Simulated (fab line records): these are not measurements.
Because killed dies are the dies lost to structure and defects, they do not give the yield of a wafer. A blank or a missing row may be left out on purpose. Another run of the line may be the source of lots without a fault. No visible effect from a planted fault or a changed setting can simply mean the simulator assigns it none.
Chamber matching | flow n5Finfet | rieDiel-03 running N5_BEOL_M0_SAQP_ETCH_84: 4 sister chambers
The step etches SOC in N2/H2, target depth 100 nm, overetch 20 nm, time 150 s. 16 wafers are shown with their chamber, then 8 later ones without.

## WAFERS WITH THEIR CHAMBER
wafer  | chamber | showerheadPlenumPTorr (Torr) | drypumpMotorCurrentA (A) | throttleValvePct (%)
L078.1 | 1       | 2.42                         | 6.0                      | 17.89
L078.2 | 2       | 2.55                         | 5.0                      | 17.80
L078.6 | 0       | 2.55                         | 5.9                      | 17.86
L080.2 | 3       | 2.70                         | 5.7                      | 17.52
L080.3 | 1       | 2.42                         | 6.0                      | 17.87
L080.4 | 2       | 2.55                         | 5.1                      | 17.78
L085.2 | 1       | 2.42                         | 6.0                      | 17.90
L085.5 | 3       | 2.70                         | 5.7                      | 17.54
L085.6 | 0       | 2.54                         | 5.9                      | 17.89
L087.2 | 1       | 2.42                         | 6.0                      | 17.90
L087.4 | 3       | 2.70                         | 5.6                      | 17.54
L087.6 | 0       | 2.54                         | 5.9                      | 17.88
L088.1 | 3       | 2.70                         | 5.6                      | 17.54
L088.5 | 2       | 2.55                         | 5.0                      | 17.82
L088.6 | 3       | 2.70                         | 5.6                      | 17.55
L089.2 | 2       | 2.54                         | 5.0                      | 17.83

SIGNATURES, as means of the wafers listed above
reading               | chamber 0 | chamber 1 | chamber 2 | chamber 3 | scatter within a chamber
showerheadPlenumPTorr | 2.5433    | 2.4200    | 2.5475    | 2.7000    | 0.00344
drypumpMotorCurrentA  | 5.900     | 6.000     | 5.025     | 5.640     | 0.0403
throttleValvePct      | 17.8767   | 17.8900   | 17.8075   | 17.5380   | 0.0159
Rule: a wafer's distance from a chamber is the root of the sum, over the readings, of the square of ((its reading less the chamber's mean) divided by the reading's scatter). If the next closest chamber is less than 2 further off than the closest, the wafer can't be placed; otherwise it belongs to the closest. The scatter is the square root of a quotient: the sum, over the shown wafers, of each reading's squared deviation from its chamber's mean, divided by wafers minus chambers.

## WAFERS MISSING THEIR CHAMBER
wafer  | showerheadPlenumPTorr (Torr) | drypumpMotorCurrentA (A) | throttleValvePct (%)
L089.4 | 2.54                         | 6.0                      | 17.90
L089.6 | 2.42                         | 6.0                      | 17.94
L093.1 | 2.54                         | 5.0                      | 17.84
L093.3 | 2.69                         | 5.7                      | 17.56
L093.4 | 2.41                         | 6.0                      | 17.93
L095.2 | 2.41                         | 6.0                      | 17.94
L095.4 | 2.41                         | 6.0                      | 17.94
L095.5 | 2.69                         | 5.6                      | 17.56

## EACH ONE'S CHAMBER
wafer  | from the rows above | in truth
L089.4 | 0                   | 0
L089.6 | 1                   | 1
L093.1 | 2                   | 2
L093.3 | 3                   | 3
L093.4 | 1                   | 1
L095.2 | 1                   | 1
L095.4 | 1                   | 1
L095.5 | 3                   | 3
8 of 8 placed correctly. Left unplaced by these rows: 0. Wrongly placed: 0.
